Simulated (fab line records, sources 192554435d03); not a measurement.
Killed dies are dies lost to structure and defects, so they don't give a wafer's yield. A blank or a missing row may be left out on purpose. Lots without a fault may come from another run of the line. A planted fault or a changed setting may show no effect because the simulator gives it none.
Split-lot experiment | flow n5_finfet | 7 lots, 21 wafers read, on a route of 1938 steps

THE SPLIT
At N5_BEOL_M12_COAT_04 (resist thk 400 nm), the setting spin_rpm was moved away from the recipe's 1625 rpm on 4 of the 21 wafers read, by -2.9% to +10.6%. The other wafers ran this setting at the recipe's value.

The reading is taken at the split's own step.

THE READING
coat_of_BEOL_M12_COAT_04.thk_nm (the simulator's own value, which no gauge read), in nm, at N5_BEOL_M12_COAT_04 (resist thk 400 nm). The file gives no usual value for it. The 17 wafers here that ran the recipe average 400.9 nm, standard deviation 1.6 nm.

wafer  | tool, chamber at the split | spin_rpm as run, rpm | against the recipe | coat_of_BEOL_M12_COAT_04.thk_nm, nm | against lot-mates on the recipe
L078.1 | litho_track-03, 0          | 1625                 | recipe             | 399.6                               | -
L078.2 | litho_track-03, 0          | 1798                 | +10.6%             | 381                                 | -18.2
L078.6 | litho_track-03, 0          | 1625                 | recipe             | 398.8                               | -
L079.1 | litho_track-02, 0          | 1729                 | +6.4%              | 385                                 | -13.7
L079.3 | litho_track-02, 0          | 1625                 | recipe             | 399.6                               | -
L079.5 | litho_track-02, 0          | 1625                 | recipe             | 397.8                               | -
L080.2 | litho_track-02, 0          | 1625                 | recipe             | 401.4                               | -
L080.3 | litho_track-02, 0          | 1625                 | recipe             | 400.4                               | -
L080.4 | litho_track-02, 0          | 1713                 | +5.4%              | 390.2                               | -10.7
L082.2 | litho_track-03, 0          | 1625                 | recipe             | 400.6                               | -
L082.5 | litho_track-03, 0          | 1625                 | recipe             | 400.6                               | -
L082.6 | litho_track-03, 0          | 1625                 | recipe             | 400.2                               | -
L084.4 | litho_track-03, 0          | 1625                 | recipe             | 403.8                               | -
L084.5 | litho_track-03, 0          | 1625                 | recipe             | 403.2                               | -
L084.6 | litho_track-03, 0          | 1625                 | recipe             | 404                                 | -
L093.1 | litho_track-03, 0          | 1578                 | -2.9%              | 407.4                               | +6.2
L093.3 | litho_track-03, 0          | 1625                 | recipe             | 401                                 | -
L093.4 | litho_track-03, 0          | 1625                 | recipe             | 401.4                               | -
L097.1 | litho_track-03, 0          | 1625                 | recipe             | 400                                 | -
L097.3 | litho_track-03, 0          | 1625                 | recipe             | 401                                 | -
L097.6 | litho_track-03, 0          | 1625                 | recipe             | 402.2                               | -

THE FIT
A straight line over all 21 wafers: coat_of_BEOL_M12_COAT_04.thk_nm changes by -2.03 nm for each +1% of spin_rpm; r = -0.96; the points scatter about the line by 1.7 nm.
The same after taking each lot's own level away (the mean of its wafers on the recipe; 21 wafers): -1.86 nm for each +1%; r = -0.99; scatter 0.8 nm.
On that fit, the largest move of spin_rpm shifts the reading by 20 nm.
The lots' own levels span 398.70 to 403.67 nm, that is 3.1 times the standard deviation above.
So the lot-to-lot level changes the slope little: the two slopes agree.
Check: with one of the wafers moved furthest among these (+10.6%) left out of the fit, the line predicts -22.1 nm for it against its lot-mates. It came out at -18.2 nm against them.

OTHER SPLITS ON THESE WAFERS
These wafers also went through other splits before the reading. Each is held against what the fit with the lots' levels taken away leaves over:
other split on the same wafers   | wafers away from the commonest value | r with coat_of_BEOL_M12_COAT_04.thk_nm (lot level and that fit taken away)
N5_BEOL_M8_TRENCH_ETCH_37 time_s | 4                                    | +0.12
N5_BEOL_M8_CURE_75 time_s        | 5                                    | +0.32
N5_BEOL_M9_COAT_05 spin_rpm      | 9                                    | -0.01
N5_BEOL_M9_ETCH_61 source_w      | 9                                    | +0.13
N5_BEOL_M10_COAT_60 spin_rpm     | 8                                    | +0.04
N5_BEOL_M10_ETCH_62 time_s       | 8                                    | -0.08
N5_BEOL_M11_COAT_60 spin_rpm     | 6                                    | -0.22

THE FILE'S OWN FIT
coat_of_BEOL_M12_COAT_04.thk_nm changes by -1.86 nm for each +1% of spin_rpm, r = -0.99.
